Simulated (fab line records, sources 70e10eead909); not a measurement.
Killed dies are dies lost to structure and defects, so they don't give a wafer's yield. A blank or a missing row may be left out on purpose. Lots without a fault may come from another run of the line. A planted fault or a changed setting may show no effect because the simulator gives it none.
Which tool did it? | flow nand_harc | 11 lots, 33 wafers sampled, at 2 steps of a route of 1302

WHAT THE GAUGES READ, wafer by wafer
NHARC_A_CHANNEL_HOLE_D1_CD_MEAS_10: target cd 100 nm.
lot  | measured     | on        | cd_nm (nm)
L171 | day 8 23:35  | cd_sem-02 | 100.2 100.7 100.1
L172 | day 9 11:35  | cd_sem-02 | 99.6 99.5 100.1
L173 | day 9 11:55  | cd_sem-01 | 100.0 99.9 99.1
L174 | day 10 05:18 | cd_sem-01 | 99.5 99.7 100.0
L177 | day 11 18:54 | cd_sem-02 | 100.7 100.2 100.5
L178 | day 12 03:38 | cd_sem-02 | 99.9 100.1 100.3
L179 | day 12 09:13 | cd_sem-03 | 99.6 100.1 100.0
L180 | day 12 17:40 | cd_sem-02 | 98.9 99.3 99.9
L187 | day 16 02:57 | cd_sem-02 | 97.9 98.4 98.2 98.1 98.3 98.0
L188 | day 16 04:52 | cd_sem-03 | 99.8 99.4 99.5
L190 | day 16 17:44 | cd_sem-02 | 98.6 98.4 98.3

WHICH TOOL RAN EACH LOT (tool, then ch and the chambers of the sampled wafers, then the start)
lot  | NHARC_A_CHANNEL_HOLE_D1_DEVELOP_09
L171 | litho_track-01 ch 0, day 8 23:00
L172 | litho_track-01 ch 0, day 9 11:00
L173 | litho_track-06 ch 0, day 9 11:00
L174 | litho_track-04 ch 0, day 10 05:00
L177 | litho_track-06 ch 0, day 11 18:00
L178 | litho_track-04 ch 0, day 12 03:00
L179 | litho_track-01 ch 0, day 12 09:00
L180 | litho_track-01 ch 0, day 12 17:00
L187 | litho_track-01 ch 0, day 16 02:00
L188 | litho_track-06 ch 0, day 16 04:00
L190 | litho_track-01 ch 0, day 16 17:00
- NHARC_A_CHANNEL_HOLE_D1_DEVELOP_09: develop time 35 s.

WHAT THE TOOLS THEMSELVES READ (means of the sampled wafers that have a number; where no wafer has one, the mark that the record gives instead)
The record holds no such reading with a usual standard deviation.

THE ANSWER, worked out from the rows above alone
Rule: what is usual is taken from the lots themselves. Put in order of their means at a reading, lots are off if they are a third of the lots or fewer, leave a main group of 4 or more, and stand apart from it by a gap of 3 or more times the standard deviation of the main group's means; of several such gaps the widest counts. A main group whose means are all the same, to the digits that the tables above print for the reading, isn't used. A lot without any number at a reading at which 4 lots or more have one is off too. The other lots that the step has rows for count as sound. The gauges are gone through in route order, then the tools' own readings, and for those a lot's mean is taken as printed above. The first step at which some lot is off is used, and at that step the reading that is off furthest; a lot without a number counts as furthest.
No lot is off at any reading shown: from this, nothing can be told.

WHAT THE SIMULATOR HAD PUT IN
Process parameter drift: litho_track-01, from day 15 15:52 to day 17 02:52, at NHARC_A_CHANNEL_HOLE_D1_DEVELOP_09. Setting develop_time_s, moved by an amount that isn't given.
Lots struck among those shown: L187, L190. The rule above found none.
